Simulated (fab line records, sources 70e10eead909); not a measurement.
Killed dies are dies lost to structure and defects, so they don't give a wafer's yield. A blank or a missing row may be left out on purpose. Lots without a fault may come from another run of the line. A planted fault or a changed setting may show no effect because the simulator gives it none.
fab line records | flow nand_harc | part 1 of 2: steps 1 to 4 of 6
record lots=24 wafers=72 last_day=24
route steps=1159 shown P_CONTACT@218 P_M0@266 P_M1@298
lots that met no fault: from a run of the same line without faults
start_h: hours from the record's first day to the start of the lot's first wafer shown | wait_h: hours since the lot's step before | " the same as in the row above | L1.1+2: a row that stands for several wafers | - no value, or no start given | * or withheld: withheld | < > ~ a bound
route shown NAME@n: a module of which the file shows steps, and the number in the route of the first | usual: mean/standard deviation of fault-free wafers | same: alike in all rows | chamber/n: place in a boat | sites: the reading at each site | _std_site: their standard deviation | _edge_site: outer sites' mean less inner sites' | radius_mm: how far each site lies from the wafer's centre | mask NAME#n: copy n | behind: the tool/chamber that last shaped the wafer | hold: why the lot was held/for how many hours/how that ended | device: the transistor (n, p or np) that didn't switch | end of line: the same wafers' tests at the end of the route | a step without rows: its recipe alone | killed: dies lost to structure and defects at the first sort, not the wafer's yield | map: a wafer's dies, x killed, . not, _ none there
set.NAME: the setting as run; set.NAME@STEP: as run at that earlier step | model.NAME: the simulator's own value behind a step, which no gauge read
steps of the route over a sample of lots; a table a step, a row a wafer
services: from which hour (start_h, from the record's first day; less than 0 if before it) a tool's chamber was out of use, for how many hours, and why
## steps
# step NHARC_P_CONTACT_DEP_00
# recipe target_thk_a=5000 temp_c=400 pressure_torr=6.5 rf_w=900 teos_flow_sccm=161.4 flow_sccm=2650 target_thk_nm=500 gas=O2 material=SiO2
# usual heater_power_w=561/110 mfc_precursor_sccm=161.3/0.55 throttle_valve_pct=16.1/0.38
# columns lot.wafer tool chamber start_h wait_h heater_power_w mfc_precursor_sccm throttle_valve_pct
L074.1 pecvd-04 1 - - 621 161.4 16.2
L074.6 " 0 " " 853 161.3 16.9
L074.5 " 1 " " 628 160.9 16.0
L076.5 pecvd-01 2 - - 545 160.5 15.8
L076.4 " 0 " " 373 162.8 16.0
L076.6 " 1 " " 596 161.6 15.9
L075.3 pecvd-01 0 - - 510 161.2 16.3
L075.1 " 1 " " 503 161.9 15.9
L075.6 " 0 " " 526 161.0 16.0
L078.1 pecvd-04 0 - - 814 161.0 17.0
L078.6 " 0 " " 842 161.0 16.9
L078.5 " 1 " " 653 160.5 16.2
L077.1 pecvd-04 2 - - 383 161.3 15.9
L077.4 " 0 " " 651 161.3 17.2
L077.6 " 1 " " 575 161.4 16.3
L079.2 pecvd-03 2 - - 598 161.0 15.8
L079.1 " 0 " " 538 162.0 16.1
L079.6 " 0 " " 574 161.8 16.2
L080.3 pecvd-03 2 - - 589 161.9 15.7
L080.1 " 1 " " 594 161.6 15.3
L080.5 " 1 " " 617 161.4 15.7
L081.3 pecvd-01 1 - - 499 160.3 16.0
L081.2 " 0 " " 499 161.4 16.6
L081.6 " 2 " " 490 161.3 16.0
L082.1 pecvd-01 2 - - 542 161.3 15.6
L082.4 " 2 " " 544 161.2 15.7
L082.6 " 0 " " 453 161.9 16.7
L083.2 pecvd-04 1 - - 662 161.2 16.4
L083.1 " 0 " " 846 161.8 17.1
L083.6 " 1 " " 509 160.9 16.3
L084.2 pecvd-04 2 - - 496 160.4 16.2
L084.6 " 2 " " 505 160.4 16.1
L084.4 " 0 " " 757 161.2 17.2
L088.3 pecvd-03 1 - - 547 160.6 15.8
L088.2 " 2 " " 496 161.4 15.8
L088.6 " 0 " " 489 161.5 16.3
L085.2 pecvd-01 1 184.45 0.3 510 161.5 15.8
L085.1 " 0 " " 407 160.6 16.5
L085.3 " 1 " " 536 161.3 16.2
L086.2 pecvd-03 1 - - 622 161.2 15.7
L086.1 " 2 " " 610 160.5 15.9
L086.5 " 1 " " 486 160.5 16.1
L087.1 pecvd-01 0 - - 502 162.3 16.3
L087.4 " 2 " " 421 162.2 15.9
L087.6 " 0 " " 377 162.0 16.3
L089.1 pecvd-03 1 - - 591 161.9 16.0
L089.6 " 1 " " 609 160.7 15.9
L089.4 " 0 " " 520 161.2 16.1
L090.1 pecvd-01 2 - - 510 162.0 16.1
L090.3 " 0 " " 519 161.5 16.4
L090.6 " 1 " " 463 161.4 16.1
L091.4 pecvd-03 0 - - 545 162.3 16.3
L091.5 " 1 " " 477 160.9 15.7
L091.6 " 2 " " 510 161.5 15.6
L093.3 pecvd-01 1 - - 465 160.2 16.0
L093.2 " 2 " " 475 161.0 15.9
L093.4 " 2 " " 487 161.1 16.0
L092.3 pecvd-04 0 - - 825 162.4 16.7
L092.6 " 0 " " 847 162.8 16.6
L092.4 " 2 " " 522 160.5 15.9
L095.3 pecvd-04 2 - - 535 161.9 16.2
L095.1 " 0 " " 857 161.7 16.6
L095.6 " 2 " " 546 161.9 16.1
L094.2 pecvd-03 2 - - 580 161.7 15.9
L094.1 " 1 " " 567 162.1 15.9
L094.5 " 1 " " 583 161.2 15.9
L096.1 pecvd-04 2 - - 501 161.2 16.2
L096.2 " 0 " " 873 161.6 16.5
L096.6 " 0 " " 692 161.7 16.8
L097.3 pecvd-03 2 - - 517 160.3 16.1
L097.4 " 2 " " 540 161.5 16.0
L097.6 " 0 " " 578 161.5 16.6
# step NHARC_P_CONTACT_CMP_24
# recipe t_overpolish_s=30 target_thk_nm=200
# usual motor_current_A=12.0/1.1 overpolish_run_s=30.000/0.0096 time_to_endpoint_s=40/3.6
# columns lot.wafer tool chamber start_h wait_h motor_current_A overpolish_run_s time_to_endpoint_s
L074.1 cmp-01 2 108.45 0.6 13.1 29.993 39
L074.6 " 3 " " 12.5 29.987 41
L074.5 " 0 " " 11.8 29.992 45
L076.4 cmp-01 3 131.44 0.4 13.1 30.003 44
L076.6 " 2 " " 12.8 29.988 43
L076.5 " 3 " " 12.5 29.977 44
L075.3 cmp-01 2 131.96 0.3 13.6 29.993 46
L075.1 " 0 " " 12.2 30.006 47
L075.6 " 2 " " 13.3 30.003 46
L078.1 cmp-03 1 134.02 0.6 15.7 30.004 38
L078.5 " 3 " " 12.3 29.998 41
L078.6 " 0 " " 11.5 29.993 46
L077.4 cmp-01 0 137.42 0.4 11.5 29.986 45
L077.1 " 2 " " 13.6 30.008 43
L077.6 " 0 " " 11.7 29.982 43
L079.1 cmp-02 1 145.77 1.1 11.4 29.999 36
L079.2 " 3 " " 11.4 29.982 38
L079.6 " 1 " " 11.8 29.988 36
L080.1 cmp-01 3 151.42 0.6 12.7 29.998 44
L080.3 " 1 " " 11.8 30.003 37
L080.5 " 3 " " 13.0 30.002 43
L081.3 cmp-01 0 158.47 0.3 11.5 30.016 44
L081.2 " 2 " " 12.5 29.991 43
L081.6 " 3 " " 12.3 29.993 43
L082.4 cmp-02 1 161.73 0.4 12.1 30.013 34
L082.1 " 0 " " 11.4 29.997 43
L082.6 " 1 " " 11.6 30.014 31
L083.2 cmp-01 1 162.84 0.5 12.2 30.013 41
L083.1 " 2 " " 12.1 30.011 43
L083.6 " 1 " " 12.0 29.993 40
L084.2 cmp-02 2 167.10 0.5 9.5 29.995 38
L084.4 " 1 " " 11.9 30.009 34
L084.6 " 2 " " 9.8 30.002 35
L088.3 cmp-01 0 192.69 0.3 11.5 30.000 42
L088.2 " 1 " " 11.6 30.000 37
L088.6 " 2 " " 13.2 30.013 40
L085.2 cmp-02 1 193.18 0.6 12.1 29.984 38
L085.3 " 3 " " 11.2 29.996 39
L085.1 " 0 " " 11.8 29.991 44
L086.1 cmp-01 2 193.73 0.5 12.6 30.008 41
L086.2 " 0 " " 11.2 30.001 42
L086.5 " 2 " " 13.4 30.004 38
L087.4 cmp-02 0 195.40 0.3 11.6 29.984 41
L087.1 " 1 " " 11.2 29.993 36
L087.6 " 1 " " 11.4 29.984 39
L089.1 cmp-03 0 211.23 0.6 11.2 29.998 41
L089.4 " 2 " " 13.8 29.990 44
L089.6 " 3 " " 11.2 30.003 36
L090.1 cmp-02 2 211.74 0.5 9.8 29.988 34
L090.3 " 3 " " 11.7 29.995 35
L090.6 " 2 " " 9.8 30.001 33
L091.4 cmp-02 1 215.18 0.4 11.7 30.003 37
L091.6 " 2 " " 9.9 30.008 40
L091.5 " 3 " " 11.2 30.002 42
L093.3 cmp-03 0 226.07 0.4 11.7 30.002 43
L093.4 " 1 " " 15.1 29.996 36
L093.2 " 2 " " 14.2 30.002 41
L092.4 cmp-01 0 226.61 0.3 11.8 29.987 43
L092.3 " 1 " " 11.3 29.991 40
L092.6 " 0 " " 12.4 29.998 46
L095.1 cmp-02 3 238.03 0.6 11.5 30.009 41
L095.3 " 0 " " 11.7 30.012 44
L095.6 " 3 " " 11.7 29.991 41
L094.1 cmp-02 1 238.57 0.5 11.5 30.003 35
L094.2 " 2 " " 10.0 30.003 37
L094.5 " 1 " " 11.3 30.003 37
L096.1 cmp-01 2 256.03 0.5 13.4 30.004 37
L096.2 " 3 " " 13.5 29.997 42
L096.6 " 2 " " 12.8 30.006 35
L097.3 cmp-01 0 256.86 0.7 12.2 29.992 40
L097.4 " 1 " " 12.3 29.992 35
L097.6 " 2 " " 12.9 29.998 39
# step NHARC_P_M0_DESCUM_14
# recipe time_s=3 o2_flow_sccm=200 ar_flow_sccm=0 bias_power_w=0 chemistry=O2
# usual drypump_motor_current_A=5.7/0.43 oes_product_au=1.004/0.015 rf_vpp_V=57.9/0.93 showerhead_plenum_p_Torr=1.93/0.086 throttle_valve_pct=11.312/0.0078
# columns lot.wafer tool chamber start_h wait_h drypump_motor_current_A oes_product_au rf_hours_counter_h rf_vpp_V showerhead_plenum_p_Torr throttle_valve_pct
L074.1 rie_diel-10 0 109.93 0.1 5.6 1.002 8 57.1 1.92 11.304
L074.5 " 3 " " 6.1 0.966 - 57.6 2.00 11.299
L074.6 " 0 " " 5.6 1.001 - 56.9 1.92 11.306
L076.5 rie_diel-10 3 132.95 0.1 6.1 0.976 - 59.0 2.00 11.299
L076.4 " 0 " " 5.6 1.002 - 57.1 1.92 11.311
L076.6 " 2 " " 5.7 0.995 - 57.4 1.81 11.319
L075.1 rie_diel-03 0 133.45 0.1 5.6 1.023 7 56.8 1.79 11.313
L075.3 " 3 " " 5.3 1.021 7 58.7 2.04 11.308
L075.6 " 1 " " 6.1 0.991 - 56.1 1.82 11.300
L078.1 rie_diel-03 3 135.35 0.1 5.3 1.027 7 57.6 2.04 11.314
L078.5 " 1 " " 6.1 0.999 - 58.8 1.82 11.326
L078.6 " 3 " " 5.3 1.022 - 57.0 2.04 11.319
L077.1 rie_diel-12 2 138.90 0.1 5.5 1.001 5 59.7 2.03 11.313
L077.4 " 3 " " 5.7 1.002 6 58.2 1.97 11.305
L077.6 " 2 " " 5.5 1.008 - 58.2 2.03 11.320
L079.2 rie_diel-10 3 147.17 0.1 6.1 0.972 12 58.0 2.00 11.312
L079.1 " 0 " " 5.6 0.998 11 59.3 1.92 11.310
L079.6 " 3 " " 6.1 0.983 - 58.8 2.00 11.315
L080.3 rie_diel-12 0 152.92 0.1 5.0 1.004 7 60.3 1.99 11.331
L080.1 " 1 " " 4.9 1.027 7 58.0 1.90 11.321
L080.5 " 0 " " 4.9 0.998 - 58.4 1.99 11.313
L081.3 rie_diel-03 1 160.01 0.1 6.1 1.015 10 57.8 1.82 11.313
L081.2 " 3 " " 5.3 1.005 10 59.1 2.04 11.323
L081.6 " 0 " " 5.6 1.020 - 56.9 1.78 11.295
L082.1 rie_diel-10 0 163.24 0.1 5.6 1.005 13 59.1 1.92 11.313
L082.6 " 3 " " 6.1 0.972 - 57.6 2.00 11.307
L082.4 " 0 " " 5.6 1.001 - 57.1 1.92 11.313
L083.1 rie_diel-10 3 164.79 0.1 6.1 0.966 14 58.9 2.00 11.306
L083.2 " 0 " " 5.6 1.002 13 57.8 1.92 11.294
L083.6 " 1 " " 6.5 1.007 - 58.4 1.88 11.330
L084.2 rie_diel-10 1 168.59 0.1 6.5 0.993 12 57.6 1.88 11.311
L084.4 " 1 " " 6.5 1.001 - 58.5 1.88 11.315
L084.6 " 3 " " 6.1 0.975 - 59.8 2.00 11.308
L088.2 rie_diel-12 2 194.04 0.1 5.5 0.995 9 59.1 2.02 11.315
L088.3 " 3 " " 5.7 1.002 10 58.7 1.96 11.315
L088.6 " 0 " " 4.9 0.997 - 58.0 1.99 11.309
L085.1 rie_diel-03 1 194.66 0.1 6.1 1.003 12 60.0 1.82 11.308
L085.2 " 2 " " 5.9 1.005 9 57.9 2.01 11.311
L085.3 " 0 " " 5.6 1.037 12 57.7 1.78 11.317
L086.2 rie_diel-03 1 195.24 0.1 6.1 1.002 12 57.7 1.81 11.301
L086.1 " 2 " " 5.9 1.004 10 57.4 2.01 11.311
L086.5 " 3 " " 5.3 1.006 - 57.8 2.03 11.313
L087.4 rie_diel-03 3 196.90 0.1 5.3 1.000 13 57.7 2.03 11.312
L087.1 " 2 " " 5.9 1.017 10 58.7 2.01 11.307
L087.6 " 3 " " 5.3 1.000 - 58.5 2.03 11.308
L089.1 rie_diel-12 3 212.70 0.1 5.7 0.994 0 56.3 1.96 11.325
L089.6 " 3 " " 5.7 0.985 - 57.6 1.96 11.311
L089.4 " 2 " " 5.4 1.013 - 57.6 2.02 11.302
L090.1 rie_diel-12 1 213.29 0.1 4.9 1.009 0 58.4 1.90 11.312
L090.3 " 2 " " 5.5 1.011 0 59.1 2.02 11.317
L090.6 " 1 " " 4.9 1.023 - 58.0 1.90 11.311
L091.4 rie_diel-12 1 216.50 0.1 5.0 1.020 - 56.7 1.90 11.303
L091.5 " 2 " " 5.4 1.007 - 57.0 2.02 11.307
L091.6 " 3 " " 5.7 0.993 - 59.2 1.96 11.322
L093.2 rie_diel-10 0 227.59 0.1 5.6 1.008 5 58.1 1.92 11.317
L093.3 " 3 " " 6.1 0.999 5 57.9 1.99 11.313
L093.4 " 0 " " 5.6 0.994 - 59.1 1.92 11.320
L092.3 rie_diel-12 1 228.01 0.1 4.9 1.017 2 57.7 1.90 11.307
L092.4 " 3 " " 5.7 0.996 2 57.3 1.96 11.306
L092.6 " 1 " " 4.9 1.025 - 56.6 1.90 11.309
L095.3 rie_diel-03 2 239.53 0.1 5.9 1.004 1 60.5 2.01 11.310
L095.1 " 0 " " 5.6 1.031 1 57.2 1.78 11.325
L095.6 " 1 " " 6.1 0.994 - 56.2 1.81 11.315
L094.1 rie_diel-03 2 240.04 0.1 5.9 1.000 1 57.6 2.01 11.305
L094.2 " 3 " " 5.3 1.012 1 57.9 2.03 11.308
L094.5 " 1 " " 6.1 0.992 - 57.6 1.81 11.316
L096.1 rie_diel-12 0 257.39 0.1 4.9 1.000 2 57.9 1.99 11.321
L096.2 " 3 " " 5.7 1.006 3 58.3 1.96 11.306
L096.6 " 0 " " 4.9 0.998 - 57.2 1.99 11.313
L097.4 rie_diel-03 3 258.20 0.1 5.3 1.008 3 59.1 2.03 11.305
L097.3 " 0 " " 5.6 1.034 2 57.3 1.78 11.322
L097.6 " 1 " " 6.1 1.000 - 58.1 1.81 11.314
# step NHARC_P_M0_ETCH_34
# recipe target_depth_a=400 overetch_a=120 time_s=43.94 ion_energy_ev=200 n2_flow_sccm=150 h2_flow_sccm=150 ar_flow_sccm=0 rf_w=400 bias_w=150 chemistry=N2/H2
# usual drypump_motor_current_A=5.6/0.44 oes_product_au=1.003/0.015 rf_vpp_V=431.1/2.7 showerhead_plenum_p_Torr=2.07/0.091 throttle_valve_pct=14.171/0.0088
# columns lot.wafer tool chamber start_h wait_h drypump_motor_current_A oes_product_au rf_hours_counter_h rf_vpp_V showerhead_plenum_p_Torr throttle_valve_pct
L074.1 rie_diel-10 0 110.01 0.1 5.6 0.999 8 431.5 2.05 14.170
L074.6 " 0 " " 5.6 1.002 - 430.3 2.05 14.185
L074.5 " 1 " " 6.5 1.007 - 429.6 2.01 14.167
L076.5 rie_diel-10 3 133.04 0.1 6.1 0.974 - 432.3 2.13 14.171
L076.6 " 0 " " 5.6 1.001 - 430.7 2.05 14.170
L076.4 " 2 " " 5.8 0.998 - 428.3 1.93 14.165
L075.1 rie_diel-03 0 133.56 0.1 5.6 1.022 7 426.1 1.90 14.171
L075.3 " 3 " " 5.3 1.021 7 433.3 2.17 14.161
L075.6 " 3 " " 5.3 1.022 - 433.8 2.17 14.163
L078.1 rie_diel-03 0 135.45 0.1 5.6 1.013 8 426.2 1.90 14.164
L078.6 " 1 " " 6.1 0.999 - 425.9 1.93 14.173
L078.5 " 0 " " 5.6 1.019 - 425.9 1.90 14.184
L077.4 rie_diel-12 2 139.00 0.1 5.5 1.007 5 432.8 2.16 14.166
L077.1 " 3 " " 5.7 1.000 7 432.1 2.10 14.173
L077.6 " 1 " " 4.9 1.015 - 430.6 2.03 14.175
L079.2 rie_diel-10 3 147.27 0.1 6.1 0.964 12 434.2 2.13 14.169
L079.1 " 0 " " 5.6 1.009 11 431.0 2.05 14.169
L079.6 " 3 " " 6.1 0.975 - 432.5 2.13 14.165
L080.3 rie_diel-12 2 153.00 0.1 5.4 1.002 5 433.7 2.16 14.170
L080.1 " 3 " " 5.7 0.993 7 432.4 2.10 14.164
L080.5 " 2 " " 5.4 1.003 - 433.8 2.16 14.183
L081.3 rie_diel-03 3 160.10 0.1 5.3 1.009 10 434.4 2.17 14.179
L081.2 " 0 " " 5.6 1.017 10 426.6 1.90 14.162
L081.6 " 2 " " 5.9 1.003 - 433.5 2.14 14.170
L082.1 rie_diel-10 0 163.33 0.1 5.6 1.004 13 430.1 2.05 14.164
L082.4 " 0 " " 5.6 0.993 - 431.8 2.05 14.165
L082.6 " 1 " " 6.5 0.984 - 429.1 2.00 14.176
L083.2 rie_diel-10 0 164.89 0.1 5.6 1.006 13 430.0 2.05 14.179
L083.1 " 1 " " 6.5 1.000 12 430.1 2.00 14.166
L083.6 " 1 " " 6.5 1.000 - 431.1 2.00 14.169
L084.2 rie_diel-10 1 168.71 0.1 6.5 0.998 12 431.2 2.00 14.186
L084.6 " 3 " " 6.1 0.966 - 432.6 2.13 14.180
L084.4 " 1 " " 6.5 0.997 - 430.9 2.00 14.175
L088.2 rie_diel-12 2 194.10 0.1 5.4 0.994 9 434.0 2.16 14.180
L088.3 " 1 " " 4.9 1.025 11 429.7 2.02 14.141
L088.6 " 2 " " 5.4 0.999 - 432.5 2.16 14.174
L085.1 rie_diel-03 2 194.74 0.1 5.9 1.010 9 433.3 2.14 14.176
L085.3 " 0 " " 5.6 1.031 12 426.3 1.90 14.160
L085.2 " 1 " " 6.1 1.005 12 428.3 1.93 14.169
L086.1 rie_diel-03 3 195.32 0.1 5.3 0.999 12 435.0 2.17 14.167
L086.2 " 1 " " 6.1 0.992 13 427.3 1.93 14.179
L086.5 " 3 " " 5.3 1.001 - 433.3 2.17 14.168
L087.1 rie_diel-03 3 196.99 0.1 5.3 1.007 13 434.7 2.17 14.175
L087.4 " 1 " " 6.1 1.005 13 427.4 1.93 14.163
L087.6 " 3 " " 5.3 1.015 - 434.8 2.17 14.165
L089.1 rie_diel-12 1 212.81 0.1 4.9 1.022 0 429.6 2.02 14.165
L089.6 " 3 " " 5.7 0.984 - 431.5 2.09 14.160
L089.4 " 1 " " 4.9 1.019 - 428.8 2.02 14.165
L090.3 rie_diel-12 2 213.39 0.1 5.4 1.001 0 433.4 2.16 14.158
L090.1 " 3 " " 5.7 0.992 0 432.9 2.09 14.181
L090.6 " 2 " " 5.4 0.999 - 434.6 2.16 14.188
L091.5 rie_diel-12 3 216.59 0.1 5.7 0.989 - 432.4 2.09 14.168
L091.6 " 1 " " 4.9 1.022 - 429.1 2.02 14.171
L091.4 " 2 " " 5.4 1.008 - 434.5 2.16 14.168
L093.2 rie_diel-10 3 227.69 0.1 6.1 0.988 5 434.5 2.13 14.158
L093.3 " 1 " " 6.5 0.995 5 429.9 2.00 14.158
L093.4 " 3 " " 6.1 0.996 - 434.8 2.13 14.169
L092.3 rie_diel-12 0 228.10 0.1 4.9 1.008 1 431.7 2.12 14.179
L092.4 " 1 " " 4.9 1.030 2 430.5 2.02 14.170
L092.6 " 1 " " 5.0 1.035 - 430.0 2.02 14.167
L095.1 rie_diel-03 3 239.61 0.1 5.3 1.010 1 433.5 2.17 14.166
L095.3 " 0 " " 5.6 1.022 1 425.8 1.90 14.166
L095.6 " 2 " " 5.9 1.003 - 434.3 2.14 14.177
L094.1 rie_diel-03 3 240.11 0.1 5.3 1.009 1 433.0 2.17 14.170
L094.2 " 1 " " 6.1 0.991 1 425.1 1.93 14.159
L094.5 " 0 " " 5.6 1.024 - 426.8 1.90 14.178
L096.2 rie_diel-12 2 257.48 0.1 5.5 0.997 3 434.9 2.16 14.169
L096.1 " 3 " " 5.7 0.990 3 432.4 2.09 14.174
L096.6 " 0 " " 4.9 0.998 - 432.7 2.12 14.162
L097.3 rie_diel-03 2 258.27 0.1 5.9 1.000 2 433.8 2.14 14.183
L097.4 " 3 " " 5.3 1.007 3 432.8 2.17 14.178
L097.6 " 2 " " 5.9 1.008 - 433.4 2.14 14.168
